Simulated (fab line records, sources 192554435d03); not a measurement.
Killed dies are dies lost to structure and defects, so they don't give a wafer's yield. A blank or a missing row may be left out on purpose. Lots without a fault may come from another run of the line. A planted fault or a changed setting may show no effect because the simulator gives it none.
Problem report in the 8D (eight disciplines) form, filled by code | flow n5_finfet | the parts of the form that need people (team, actions taken, sign-off) are left out

1. THE PROBLEM
spin_speed_rpm at N5_BEOL_M15_COAT_58 reads a mean of 2243.5 rpm on 6 wafers of 2 lots; wafers without a fault read 1500.1 rpm with a standard deviation of 0.88. That is +99 or more standard deviations from the usual mean.
The step: time 60 s, resist thk 89 nm.
First seen on wafer L610.1, day 16 03:15, on litho_track-02. The record holds 30 wafers of 10 lots with a number at this step. Rule for "out", or "out of limits": more than 4 standard deviations from the usual mean. The other wafers with a number count as sound.

2. WHAT IT IS AND WHAT IT IS NOT
question                    | is                     | is not
which readings at this step | spin_speed_rpm         | resist_line_temp_C
which lots                  | L610, L611             | L603, L606, L620, L621, L622, L623, L625, L626
which wafers of those lots  | all that have a number | -
read on which tools         | litho_track-02         | litho_track-01, litho_track-03
when                        | from day 16 03:15      | up to then (6 sound wafers); but 18 sound wafers of L620, L621, L622, L623, L625, L626 came after

3. SUSPECTS, AND WHAT RULES EACH OUT
Counting: a tool at a process step up to the reading stays a suspect if it ran every lot that is out and no sound lot after the first of them.
- litho_track-02 at N5_BEOL_M15_COAT_58 (time 60 s, resist thk 89 nm): kept. It ran every lot that is out, first L610 (day 16 03:15), and no sound lot after that; its last sound lot up to then is L606 (day 14 16:04). Its own readings are out on those wafers: spin_speed_rpm.
Left after counting: litho_track-02 at N5_BEOL_M15_COAT_58.

4. THE CAUSE (what the simulator had put in)
Process parameter drift: litho_track-02, from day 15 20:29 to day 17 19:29, at N5_BEOL_M15_COAT_58. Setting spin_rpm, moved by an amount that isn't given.
Counting left only this tool.

5. THE CHAIN OF EFFECTS, in route order
Each row: a reading whose mean over the struck wafers that have a number lies more than 3 standard deviations from the usual. Only readings for which the record gives a usual standard deviation are gone through. hours: the time from each lot's start at the first step in this table that gives one to its start at this step, as a median over the lots. sigmas: the change in usual standard deviations.
hours | step                | reading        | usual      | on struck wafers | change | sigmas
0     | N5_BEOL_M15_COAT_58 | spin_speed_rpm | 1500.1 rpm | 2243.5           | +743.4 | +99 or more
The process steps in it:
- N5_BEOL_M15_COAT_58: time 60 s, resist thk 89 nm.

6. WHAT WOULD HAVE CAUGHT IT SOONER
In this record the first reading out of limits was taken at day 16 03:15, 7 hours after the fault began at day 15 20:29.
